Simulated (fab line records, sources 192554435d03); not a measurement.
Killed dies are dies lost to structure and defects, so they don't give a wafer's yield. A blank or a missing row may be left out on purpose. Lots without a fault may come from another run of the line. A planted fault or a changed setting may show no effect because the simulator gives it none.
Chamber matching | flow n5_finfet | N5_FIN_CUT_ETCH_21 on rie_diel-03: 4 sister chambers
The step etches SOC in N2/H2, target depth 219 nm, overetch 43.8 nm, time 523.5 s. 4 wafers are shown with their chamber, then 8 later ones without.

WAFERS WITH THEIR CHAMBER
wafer  | chamber | drypump_motor_current_A (A)
L081.5 | 0       | 6.1
L087.4 | 3       | 5.7
L089.1 | 1       | 6.3
L090.2 | 2       | 5.0

WAFERS WITHOUT THEIR CHAMBER
wafer  | drypump_motor_current_A (A)
L090.4 | 6.0
L090.5 | 6.0
L091.2 | 5.0
L091.5 | 6.3
L091.6 | 6.1
L095.1 | 6.3
L095.3 | 6.0
L095.4 | 6.3

WHICH CHAMBER EACH WENT THROUGH
wafer  | from the rows above | in truth
L090.4 | 0                   | 0
L090.5 | 0                   | 0
L091.2 | 2                   | 2
L091.5 | 1                   | 1
L091.6 | 0                   | 0
L095.1 | 1                   | 1
L095.3 | 0                   | 0
L095.4 | 1                   | 1
Placed correctly: 8 of 8. Can't be placed from these rows: 0. Placed wrongly: 0.
How it was worked out, from the rows above alone: a wafer's distance from a chamber is the root of the sum, over the readings, of the square of ((its reading less the chamber's mean) divided by the reading's scatter). The wafer belongs to the nearest chamber; if the next one is less than 2 further off, it can't be placed. A chamber's mean is the mean of its shown wafers. The scatter: with one shown wafer a chamber, the root of the mean of the squares of how far each hidden wafer lies from its nearest shown one.
